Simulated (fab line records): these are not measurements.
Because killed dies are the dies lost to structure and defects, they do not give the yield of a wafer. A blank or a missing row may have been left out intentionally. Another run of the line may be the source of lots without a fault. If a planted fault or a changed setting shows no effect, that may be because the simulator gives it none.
fab line records | flow nand-harc
record lots=6 wafers=18 last-day=34
route steps=1302 shown P_CONTACT@248 P_M0@253 END@1302
lots untouched by any fault: they come from a run of this same line in which no faults occurred
start-h: the number of hours between the record's first day and the start of the first shown wafer of the lot | wait-h: hours since the lot's step before | " same as the row above | L1.1+2: a row that stands for several wafers | - value missing, or start not given | * or withheld: withheld | < > ~ a bound
route shown NAME@n: NAME is a module with steps in the file, n the number in the route of the first one | usual: mean and standard deviation over wafers with no fault | same: alike in all rows | chamber/n: place in a boat | sites: each site's reading | _std_site: standard deviation of those values | _edge_site: inner sites' mean taken away from outer sites' mean | radius-mm: how far each site lies from the wafer's centre | mask NAME#n: copy n | behind: tool/chamber where the wafer was last shaped | hold: reason for holding the lot/hours on hold/outcome of the hold | device: the n, p or np transistor that did not switch | end of line: at the end of the route, the tests of the same wafers | for a step that has no rows: nothing shown but its recipe | killed: count of dies lost to structure and defects at first sort (not the wafer's yield) | map: dies across one wafer; x = killed, . = not, _ = none there
set.NAME: the setting that was run; set.NAME@STEP: the one run at that earlier step | model.NAME: the simulator's own value behind a step, which no gauge read
certain route steps with their lots: each step a table, each wafer a row
services: when a tool's chamber went out of use (start-h, in hours from the record's first day, below 0 if earlier), for how many hours, and the reason
## steps
# step NHARC_P_CONTACT_CVD_23
# recipe target-thk-a=2000 temp-c=300 pressure-torr=40 wf6-flow-sccm=40 h2-flow-sccm=1600 ar-flow-sccm=1560 time-s=557 material=W
# usual heater-power-w=473/54 throttle-valve-pct=8.0/0.43
# columns lot.wafer tool chamber start-h wait-h heater-power-w throttle-valve-pct
L832.1 cvd-w-01 1 - - 455 8.3
L832.3 " 1 " " 465 8.3
L832.5 " 0 " " 383 7.9
L841.3 cvd-w-01 0 - - 403 7.3
L841.4 " 1 " " 465 8.2
L841.5 " 0 " " 407 7.5
L845.1 cvd-w-01 1 - - 466 8.5
L845.3 " 1 " " 457 8.5
L845.5 " 1 " " 468 8.6
L850.2 cvd-w-02 0 - - 543 7.8
L850.6 " 0 " " 545 7.5
L850.5 " 1 " " 548 8.0
L852.4 cvd-w-02 1 - - 535 8.1
L852.5 " 1 " " 534 7.9
L852.6 " 0 " " 552 7.9
L854.2 cvd-w-02 0 - - 535 7.9
L854.1 " 1 " " 549 7.8
L854.3 " 0 " " 543 7.9
# step NHARC_P_CONTACT_CMP_24
# recipe t-overpolish-s=30 target-thk-nm=200
# usual motor-current-A=12.4/0.9 overpolish-run-s=30.000/0.0091 retaining-ring-pressure-frac=1.000/0.0048 slurry-filter-dp-kPa=13.51/0.13 time-to-endpoint-s=39.2/2.3
# columns lot.wafer tool chamber start-h wait-h motor-current-A overpolish-run-s retaining-ring-pressure-frac slurry-filter-dp-kPa time-to-endpoint-s
L832.3 cmp-03 0 126.16 0.3 10.9 30.001 1.006 13.55 42.0
L832.1 " 1 " " 12.9 30.014 0.994 13.24 40.0
L832.5 " 0 " " 11.3 29.983 1.007 13.67 42.5
L841.3 cmp-01 3 228.60 0.5 12.4 30.011 0.998 13.35 39.2
L841.4 " 0 " " 13.5 29.994 1.000 13.51 36.2
L841.5 " 1 " " 12.9 30.008 1.000 13.53 41.0
L845.3 cmp-01 3 264.21 0.4 13.3 30.009 0.999 13.36 35.4
L845.1 " 0 " " 12.7 30.014 0.996 13.39 36.8
L845.5 " 3 " " 13.0 30.006 0.998 13.37 38.9
L850.2 cmp-03 3 317.25 0.6 11.6 29.988 1.002 13.66 42.5
L850.6 " 2 " " 11.9 29.994 1.001 13.66 37.4
L850.5 " 3 " " 11.8 29.999 1.009 13.40 40.4
L852.4 cmp-02 0 332.96 0.4 11.3 30.002 0.999 13.41 40.6
L852.5 " 2 " " 13.2 29.999 1.009 13.49 41.2
L852.6 " 3 " " 12.3 29.996 1.001 13.50 40.4
L854.3 cmp-03 2 352.61 0.4 12.7 30.007 1.008 13.72 40.9
L854.2 " 3 " " 11.6 29.998 0.995 13.46 42.7
L854.1 " 1 " " 13.0 29.983 1.000 13.41 43.0
# step NHARC_P_CONTACT_SRD_26
# step NHARC_P_CONTACT_INSPECT_27
# usual raw-defect-count=283/98
# columns lot.wafer tool chamber start-h wait-h raw-defect-count
L832.1 defect-inspect-02 - 126.54 0.1 423
L832.3 " - " " 301
L832.5 " - " " 211
L841.3 defect-inspect-02 - 228.96 0.1 366
L841.4 " - " " 202
L841.5 " - " " 232
L845.1 defect-inspect-01 - 264.61 0.1 294
L845.3 " - " " 326
L845.5 " - " " 118
L850.2 defect-inspect-02 - 317.63 0.1 212
L850.5 " - " " 153
L850.6 " - " " 420
L852.4 defect-inspect-02 - 333.31 0.1 196
L852.5 " - " " 224
L852.6 " - " " 302
L854.1 defect-inspect-02 - 353.01 0.1 332
L854.2 " - " " 248
L854.3 " - " " 199
# step NHARC_P_M0_DEP_00
# recipe target-thk-a=1500 target-thk-nm=150 temp-c=withheld pressure-torr=5 flow-sccm=200 rf-w=600 material=SiOC
# step NHARC_P_M0_DEHYDRATE_01
# recipe temp-c=150 time-s=120
# step NHARC_P_M0_HMDS_02
# recipe time-s=30
# step NHARC_P_M0_COAT_33
# recipe temp-c=200 time-s=65
# step NHARC_P_M0_COAT_03
# recipe spin-rpm=1500 resist-thk-nm=90
# step NHARC_P_M0_SOFTBAKE_04
# recipe temp-c=105 time-s=55
# step NHARC_P_M0_EBR_05
# step NHARC_P_M0_EXPOSE_06
# recipe na=1.35 target-cd-nm=90 dose-mj=81.28 mask-id=P_M0
# usual exposure-dose-mJ-cm2=81.27/0.076 focus-offset-nm=0.1/0.53
# columns lot.wafer tool chamber start-h wait-h mask exposure-dose-mJ-cm2 focus-offset-nm
L832.1 arfi-scanner-01 0 127.29 - P_M0#0 81.24 -0.2
L832.3 " 0 " " P_M0#0 81.27 -0.3
L832.5 " 0 " " P_M0#0 81.39 -0.5
L841.3 arfi-scanner-02 0 229.72 - P_M0#0 81.35 0.8
L841.4 " 0 " " P_M0#0 81.23 -0.4
L841.5 " 0 " " P_M0#0 81.18 0.0
L845.1 arfi-scanner-03 0 265.41 - P_M0#0 81.29 1.2
L845.3 " 0 " " P_M0#0 81.29 1.4
L845.5 " 0 " " P_M0#0 81.34 0.7
L850.2 arfi-scanner-02 0 318.39 - P_M0#0 74.33 -0.3
L850.5 " 0 " " P_M0#0 74.46 -0.2
L850.6 " 0 " " P_M0#0 74.38 -0.1
L852.4 arfi-scanner-01 0 334.11 - P_M0#0 81.27 1.0
L852.5 " 0 " " P_M0#0 81.24 -0.1
L852.6 " 0 " " P_M0#0 81.29 0.4
L854.1 arfi-scanner-02 0 353.77 - P_M0#0 75.78 -0.1
L854.2 " 0 " " P_M0#0 75.79 -0.3
L854.3 " 0 " " P_M0#0 75.73 -0.9
# step NHARC_P_M0_PEB_07
# recipe peb-temp-c=100 peb-time-s=65
# step NHARC_P_M0_DEVELOP_08
# recipe develop-time-s=35 dev-temp-c=23
# step NHARC_P_M0_CD_MEAS_09
# recipe target-cd-nm=90 landing-energy-ev=500
# usual cd-nm=89.8/0.5
# columns lot.wafer tool chamber start-h wait-h cd-nm
L832.1 cd-sem-02 0 127.43 - 89.5
L832.3 " 0 " " 90.0
L832.5 " 0 " " 90.4
L841.3 cd-sem-01 0 229.86 - 89.6
L841.4 " 0 " " 89.2
L841.5 " 0 " " 89.6
L845.1 cd-sem-03 0 265.55 - 89.7
L845.3 " 0 " " 89.4
L845.5 " 0 " " 89.8
L850.2 cd-sem-02 0 318.53 - 83.8
L850.5 " 0 " " 84.0
L850.6 " 0 " " 83.9
L852.4 cd-sem-02 0 334.24 - 90.1
L852.5 " 0 " " 90.6
L852.6 " 0 " " 90.9
L854.1 cd-sem-02 0 353.91 - 85.0
L854.2 " 0 " " 85.4
L854.3 " 0 " " 85.0
# step NHARC_P_M0_OVL_MEAS_10
# recipe pitch-nm=180
# usual overlay-x-nm=-0.2/0.69 overlay-y-nm=0.0/0.81
# columns lot.wafer tool chamber start-h wait-h overlay-x-nm overlay-y-nm
L832.1 overlay-02 - 127.52 - 0.3 0.6
L832.3 " - " " 0.4 0.3
L832.5 " - " " -0.1 0.3
L841.3 overlay-02 - 229.94 - 0.6 0.3
L841.4 " - " " 0.7 -0.2
L841.5 " - " " 0.8 -0.3
L845.1 overlay-02 - 265.64 - 0.2 0.2
L845.3 " - " " 1.2 0.3
L845.5 " - " " -0.1 0.0
L850.2 overlay-01 - 318.62 - 0.4 -1.0
L850.5 " - " " -0.3 -1.3
L850.6 " - " " -0.2 -1.7
L852.4 overlay-01 - 334.32 - -0.9 0.3
L852.5 " - " " -0.9 0.3
L852.6 " - " " -0.1 0.2
L854.1 overlay-02 - 354.00 - -0.6 0.1
L854.2 " - " " 0.2 0.2
L854.3 " - " " -0.5 0.2
# step NHARC_P_M0_INSPECT_11
# usual raw-defect-count=4.3/2.6
# columns lot.wafer tool chamber start-h wait-h raw-defect-count
L832.1 defect-inspect-01 - 127.56 0.0 5
L832.3 " - " " 6
L832.5 " - " " 3
L841.3 defect-inspect-01 - 229.98 0.0 3
L841.4 " - " " 0
L841.5 " - " " 4
L845.1 defect-inspect-02 - 265.67 0.0 9
L845.3 " - " " 5
L845.5 " - " " 5
L850.2 defect-inspect-02 - 318.65 0.0 3
L850.5 " - " " 2
L850.6 " - " " 3
L852.4 defect-inspect-01 - 334.36 0.0 7
L852.5 " - " " 7
L852.6 " - " " 10
L854.1 defect-inspect-02 - 354.03 0.0 5
L854.2 " - " " 4
L854.3 " - " " 2
# step NHARC_P_M0_DESCUM_14
# recipe time-s=3 o2-flow-sccm=200 ar-flow-sccm=0 bias-power-w=0 chemistry=O2
# usual drypump-motor-current-A=5.6/0.43 o2-flow-sccm=200.0/1.1 oes-product-au=1.000/0.0068 rf-vpp-V=57.6/0.82 showerhead-plenum-p-Torr=1.88/0.063 throttle-valve-pct=11.310/0.0089
# columns lot.wafer tool chamber start-h wait-h drypump-motor-current-A o2-flow-sccm oes-product-au rf-hours-counter-h rf-vpp-V showerhead-plenum-p-Torr throttle-valve-pct model.P_M0.cd-nm
L832.1 rie-diel-03 1 127.63 0.1 5.3 200.6 1.014 9 57.4 1.78 11.315 89.68
L832.3 " 3 " " 5.5 200.0 1.006 6 57.7 1.89 11.322 89.46
L832.5 " 1 " " 5.3 201.1 1.006 - 56.7 1.78 11.311 90.18
L841.4 rie-diel-08 0 230.06 0.1 5.7 200.5 1.000 9 58.7 1.87 11.319 89.4
L841.3 " 2 " " 6.1 199.3 0.998 6 56.9 1.79 11.321 90
L841.5 " 3 " " 5.4 199.2 0.997 - 57.4 1.81 11.316 89.81
L845.3 rie-diel-03 2 265.73 0.1 5.5 199.7 1.006 51 57.7 1.89 11.309 89.36
L845.1 " 0 " " 5.0 201.4 0.993 62 57.7 1.98 11.312 89.38
L845.5 " 2 " " 5.5 198.8 1.002 - 58.3 1.89 11.306 89.73
L850.2 rie-diel-01 2 318.72 0.1 5.7 200.4 0.992 12 57.0 1.85 11.327 84.13
L850.5 " 1 " " 6.4 200.0 0.995 - 57.9 1.93 11.302 84.51
L850.6 " 2 " " 5.7 200.2 0.992 - 56.8 1.85 11.302 83.99
L852.4 rie-diel-08 3 334.44 0.1 5.4 199.6 0.992 43 56.7 1.80 11.311 90.35
L852.6 " 1 " " 6.2 200.2 1.002 - 57.3 1.79 11.306 90.67
L852.5 " 2 " " 6.1 199.0 0.990 - 56.1 1.78 11.295 91.15
L854.2 rie-diel-03 1 354.09 0.1 5.3 199.1 0.996 19 58.1 2.07 11.302 84.8
L854.1 " 2 " " 5.5 200.9 1.003 20 57.1 1.88 11.314 85.2
L854.3 " 3 " " 5.5 200.6 0.996 20 58.8 1.87 11.292 84.76
# step NHARC_P_M0_ETCH_34
# recipe target-depth-a=400 overetch-a=120 time-s=43.94 ion-energy-ev=200 n2-flow-sccm=150 h2-flow-sccm=150 ar-flow-sccm=0 rf-w=400 bias-w=150 chemistry=N2/H2
# usual drypump-motor-current-A=5.6/0.45 h2-flow-sccm=150.0/0.46 oes-product-au=0.998/0.0063 rf-vpp-V=429.4/2.2 showerhead-plenum-p-Torr=2.00/0.072 throttle-valve-pct=14.172/0.009
# columns lot.wafer tool chamber start-h wait-h drypump-motor-current-A h2-flow-sccm oes-product-au rf-hours-counter-h rf-vpp-V showerhead-plenum-p-Torr throttle-valve-pct
L832.3 rie-diel-03 0 127.70 0.1 5.0 149.6 1.000 6 434.1 2.14 14.181
L832.1 " 2 " " 5.6 149.0 1.002 9 428.3 2.03 14.168
L832.5 " 0 " " 4.9 149.3 0.999 - 433.4 2.14 14.179
L841.4 rie-diel-08 1 230.14 0.1 6.2 150.3 0.995 6 426.3 1.91 14.177
L841.3 " 0 " " 5.6 150.2 0.998 9 430.0 1.99 14.174
L841.5 " 1 " " 6.2 150.9 1.000 - 426.9 1.91 14.168
L845.3 rie-diel-03 2 265.87 0.1 5.5 150.3 1.006 51 429.0 2.02 14.158
L845.1 " 0 " " 5.0 149.7 0.996 62 431.5 2.12 14.171
L845.5 " 3 " " 5.6 149.9 0.999 - 431.0 2.00 14.170
L850.2 rie-diel-01 1 318.81 0.1 6.4 149.6 0.997 15 431.1 2.06 14.174
L850.5 " 0 " " 5.1 149.5 0.999 - 428.7 2.04 14.174
L850.6 " 1 " " 6.3 148.7 1.006 - 430.2 2.06 14.178
L852.4 rie-diel-08 3 334.52 0.1 5.4 150.6 0.991 43 427.6 1.92 14.177
L852.6 " 1 " " 6.2 150.3 0.994 - 425.6 1.90 14.182
L852.5 " 2 " " 6.1 149.8 0.992 - 427.1 1.90 14.166
L854.1 rie-diel-03 1 354.18 0.1 5.3 149.9 1.004 19 434.8 2.21 14.160
L854.2 " 2 " " 5.6 150.0 1.001 20 430.0 2.01 14.176
L854.3 " 3 " " 5.5 150.4 0.986 20 429.5 1.99 14.184
# step NHARC_P_M0_ETCH_15
# recipe target-depth-a=1500 overetch-a=150 time-s=82.5 c4f8-flow-sccm=withheld ar-flow-sccm=400 rf-w=600 bias-w=300 chemistry=C4F8/Ar
# usual oes-product-au=0.955/0.021 rf-vpp-V=439.7/2.2
# columns lot.wafer tool chamber start-h wait-h oes-product-au rf-hours-counter-h rf-vpp-V model.P_M0.cd-nm
L832.3 rie-diel-03 2 - - 0.988 9 440.2 89.25
L832.1 " 3 " " 0.991 6 440.2 89.73
L832.5 " 1 " " 0.965 - 436.5 89.82
L841.4 rie-diel-08 1 - - 0.952 6 436.8 89.5
L841.3 " 2 " " 0.931 6 435.5 89.69
L841.5 " 0 " " 0.932 - 439.2 89.79
L845.3 rie-diel-03 1 - - 0.922 64 435.8 89.49
L845.1 " 3 " " 0.922 61 439.7 89.14
L845.5 " 2 " " 0.936 - 439.3 89.5
L850.2 rie-diel-01 0 - - 0.971 16 441.6 84.34
L850.6 " 3 " " 0.986 - 440.4 84.17
L850.5 " 0 " " 0.972 - 441.5 84.05
L852.4 rie-diel-08 1 - - 0.955 39 436.3 90.24
L852.6 " 0 " " 0.972 - 438.6 90.72
L852.5 " 1 " " 0.962 - 436.8 91.11
L854.3 rie-diel-03 2 - - 0.968 20 440.9 84.82
L854.2 " 3 " " 0.967 20 440.9 85.28
L854.1 " 0 " " 0.981 19 442.7 85.33
# step NHARC_P_M0_CD_MEAS_16
# usual cd-nm=89.8/0.68
# columns lot.wafer tool chamber start-h wait-h cd-nm
L832.1 cd-sem-02 - 127.92 - 90.0
L832.3 " - " " 89.2
L832.5 " - " " 89.8
L841.3 cd-sem-02 - 230.36 - 89.8
L841.4 " - " " 89.6
L841.5 " - " " 89.9
L845.1 cd-sem-02 - 266.08 - 89.5
L845.3 " - " " 89.6
L845.5 " - " " 89.4
L850.2 cd-sem-02 - 319.02 - 84.2
L850.5 " - " " 84.2
L850.6 " - " " 84.2
L852.4 cd-sem-03 - 334.73 - 90.3
L852.5 " - " " 91.0
L852.6 " - " " 90.5
L854.1 cd-sem-03 - 354.39 - 85.5
L854.2 " - " " 85.0
L854.3 " - " " 84.6
# step NHARC_END_SORT_01
# recipe temp-c=25
# usual defect-limited-yield=91.8/2.3 killed-at-array=51/16 killed-at-other=0.6/0.88 killed-at-periphery=4.0/2.6 killed-dies=55/16 killed-open=3.5/1.9 killed-short=2.3/1.6 sort_bin_2_pct=2.9/1.1 sort_bin_3_pct=0.6/0.41 sort_bin_4_pct=4.6/1.3 sort-n-pass=622/16 sort-rim-yield-pct=93/3.2 sort-yield-pct=91.8/2.3
# same gross-dies=677 sort_bin_5_pct[%]=0 sort_bin_6_pct[%]=0 sort_bin_7_pct[%]=0 sort_bin_8_pct[%]=0 sort-rim-n-gross=106.00
# columns lot.wafer tool chamber start-h wait-h defect-limited-yield[%] killed-at-array killed-at-other killed-at-periphery killed-dies killed-open killed-short sort_bin_2_pct[%] sort_bin_3_pct[%] sort_bin_4_pct[%] sort-n-pass sort-rim-yield-pct[%] sort-yield-pct[%]
L845.1 prober-01 0 706.52 2.5 91.0 57 0 4 61 7 2 3.4 0.4 5.2 616 92 91.0
L845.3 prober-01 0 708.12 3.1 92.6 47 0 3 50 2 5 3.4 0.6 3.4 627 93 92.6
L845.5 prober-01 0 709.71 3.7 90.1 63 0 4 67 6 2 4.1 1.2 4.6 610 93 90.1
L850.2 prober-01 0 754.16 2.8 95.9 25 0 3 28 2 0 1.6 0.1 2.4 649 95 95.9
L850.5 prober-01 0 756.57 3.7 95.6 26 1 3 30 1 2 1.5 0 3.0 647 96 95.6
L850.6 prober-01 0 757.38 4.0 94.1 35 1 4 40 5 2 1.8 0.1 4.0 637 92 94.1
# killed by level:class
L845.1 A_SLIT:chamber-film-flake=33 A_CHANNEL_HOLE_D2:chamber-film-flake=9 A_CHANNEL_HOLE_D1:chamber-film-flake=3 A_WL_FILL:chamber-film-flake=3 A_M0:geometric-particle:open=2 A_CONTACT:chamber-film-flake=2 P_GATE:geometric-particle:open=1 P_CONTACT:geometric-particle:short=1
L845.3 A_SLIT:chamber-film-flake=25 A_CHANNEL_HOLE_D2:chamber-film-flake=8 A_CONTACT:chamber-film-flake=4 A_CHANNEL_HOLE_D1:chamber-film-flake=2 P_GATE:chamber-film-flake=2 A_ONON_D1:geometric-particle:short=1 A_DECK1_JOINT:geometric-particle:short=1 A_ONON_D2:geometric-particle:short=1
L845.5 A_SLIT:chamber-film-flake=25 A_CHANNEL_HOLE_D1:chamber-film-flake=11 A_CHANNEL_HOLE_D2:chamber-film-flake=6 A_CONTACT:chamber-film-flake=5 A_STAIRCASE:chamber-film-flake=3 A_WL_FILL:chamber-film-flake=3 A_BONDPAD:chamber-film-flake=3 P_CONTACT:geometric-particle:open=2
L850.2 A_CHANNEL_HOLE_D1:chamber-film-flake=7 A_STAIRCASE:chamber-film-flake=7 A_SLIT:chamber-film-flake=5 P_CONTACT:chamber-film-flake=2 A_CONTACT:chamber-film-flake=2 A_CONTACT:geometric-particle:open=1 A_BLC:geometric-particle:open=1 P_BONDPAD:chamber-film-flake=1
L850.5 A_CHANNEL_HOLE_D1:chamber-film-flake=7 A_CONTACT:chamber-film-flake=6 A_DECK1_JOINT:chamber-film-flake=5 A_STAIRCASE:chamber-film-flake=2 A_SLIT:chamber-film-flake=2 P_CONTACT:geometric-particle:short=1 A_WL_FILL:geometric-particle:short=1 A_WL_FILL:geometric-particle:open=1
L850.6 A_CHANNEL_HOLE_D1:chamber-film-flake=13 A_SLIT:chamber-film-flake=7 A_CONTACT:chamber-film-flake=6 P_CONTACT:chamber-film-flake=2 A_ONON_D1:geometric-particle:open=1 A_CHANNEL_HOLE_D1:geometric-particle:short=1 A_CHANNEL_FILL_D1:geometric-particle:open=1 A_ONON_D2:geometric-particle:open=1
## services
# columns tool chamber start-h hours kind
cmp-03 - 101.81 0.8 repair
rie-diel-03 - 104.30 9.0 pm
rie-diel-08 1 123.62 16.1 repair
arfi-scanner-02 - 139.30 1.1 repair
rie-diel-01 3 139.46 7.4 repair
rie-diel-08 1 157.97 30.4 repair
cmp-03 - 159.49 3.0 repair
rie-diel-08 3 160.86 2.5 repair
rie-diel-03 2 168.19 5.1 repair
rie-diel-01 1 172.24 6.0 repair
rie-diel-08 - 172.84 0.2 repair
cmp-03 - 178.45 4.7 repair
rie-diel-03 2 178.97 7.5 repair
rie-diel-01 0 183.63 5.7 repair
cvd-w-01 - 185.00 13.0 pm
rie-diel-08 - 195.77 9.0 pm
cmp-03 - 200.60 0.8 repair
rie-diel-01 - 204.37 9.0 pm
rie-diel-03 2 228.34 9.7 repair
cmp-03 - 245.98 3.4 repair
rie-diel-01 1 248.37 1.8 repair
arfi-scanner-02 - 258.09 0.8 repair
rie-diel-03 2 280.12 6.7 repair
rie-diel-03 - 281.30 9.0 pm
## key
first-sign step=NHARC_P_M0_EXPOSE_06 reading=exposure-dose-mJ-cm2 direction=down sigmas=81 usual=81.27 struck=75.08
effect step=NHARC_P_M0_CD_MEAS_09 reading=cd-nm direction=down sigmas=11 usual=89.8 struck=84.5 through=control-loop
effect step=NHARC_P_M0_CD_MEAS_16 reading=cd-nm direction=down sigmas=7.7 usual=89.8 struck=84.6 through=control-loop
model-effect step=NHARC_P_M0_DESCUM_14 value=P_M0.cd-nm without=89.49 struck=84.56
model-effect step=NHARC_P_M0_ETCH_15 value=P_M0.cd-nm without=89.59 struck=84.67
met-at NHARC_P_M0_EXPOSE_06
struck-wafers L850.2,L850.5,L850.6,L854.1,L854.2,L854.3
loop-trim step=NHARC_P_M0_EXPOSE_06 setting=dose lots=L854
onset-between 229.72 318.39
fault kind=process-parameter-drift tool=arfi-scanner-02 chamber=- onset-h=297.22 steps=NHARC_P_M0_EXPOSE_06 channel=dose-mj offset=-6.904 shape=step acts-in=these-recipes-only stated=81.28
# loop-trim: a control loop set the setting to another value than it would have without faults
